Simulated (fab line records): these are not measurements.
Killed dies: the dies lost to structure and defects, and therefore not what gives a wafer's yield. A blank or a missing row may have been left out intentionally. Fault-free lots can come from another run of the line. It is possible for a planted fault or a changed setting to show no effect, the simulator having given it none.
Matching of chambers | flow nandHarc | NHARC_THIN_TSV_ETCHBACK_48 on rieDiel-08 has 4 sister chambers
The step etches the open film in C4F8/Ar, target depth 1028.5 nm, time 405.17 s. 14 wafers are shown with their chamber, then 7 later ones without.

## EACH WAFER AND ITS CHAMBER
wafer  | chamber | rfVppV (V) | runLengthS (s) | oesProductAu (a.u.)
L324.2 | 0       | 542        | 426.1          | 1.01
L324.3 | 2       | 548        | 426.7          | 0.99
L324.6 | 0       | 542        | 425.9          | 1.00
L325.1 | 0       | 543        | 426.4          | 1.00
L325.2 | 1       | 543        | 426.5          | 1.01
L325.3 | 3       | 543        | 426.9          | 1.00
L327.2 | 3       | 543        | 427.0          | 0.92
L327.4 | 0       | 543        | 426.2          | 0.92
L327.6 | 3       | 542        | 426.9          | 0.92
L340.2 | 2       | 547        | 426.3          | 0.92
L340.4 | 3       | 542        | 427.2          | 0.92
L340.5 | 3       | 543        | 426.4          | 0.92
L343.1 | 1       | 540        | 426.5          | 0.98
L343.3 | 0       | 542        | 425.9          | 0.98

SIGNATURES (averages over the wafers above)
reading      | chamber 0 | chamber 1 | chamber 2 | chamber 3 | scatter within a chamber
rfVppV       | 542.40    | 541.50    | 547.50    | 542.60    | 0.86
runLengthS   | 426.100   | 426.500   | 426.500   | 426.880   | 0.247
oesProductAu | 0.9820    | 0.9950    | 0.9550    | 0.9360    | 0.0365
Rule: distance of a wafer from a chamber = root of the sum over the readings of ((wafer's reading minus chamber's mean) / reading's scatter) squared. The wafer belongs to the nearest chamber; if the next one is less than 2 further off, it can't be placed. How the scatter is found: for the shown wafers, subtract from each reading the mean of its chamber, square and add these, divide the total by (wafers less chambers), then take the root.

## WAFERS WITH NO CHAMBER GIVEN
wafer  | rfVppV (V) | runLengthS (s) | oesProductAu (a.u.)
L343.4 | 548        | 426.5          | 0.95
L344.4 | 543        | 426.6          | 0.96
L344.5 | 542        | 426.4          | 0.93
L344.6 | 548        | 426.3          | 0.92
L346.2 | 547        | 426.4          | 1.00
L346.4 | 541        | 425.9          | 1.00
L346.6 | 548        | 426.3          | 0.99

## EACH ONE'S CHAMBER
wafer  | from the rows above          | in truth
L343.4 | 2                            | 2
L344.4 | can't be placed: 3 or 1 or 0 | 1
L344.5 | can't be placed: 1 or 0 or 3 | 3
L344.6 | 2                            | 2
L346.2 | 2                            | 2
L346.4 | can't be placed: 0 or 1      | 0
L346.6 | 2                            | 2
4 of 7 placed correctly. These rows do not allow placing 3 (true chamber among the candidates in 3). Number placed wrongly: 0.
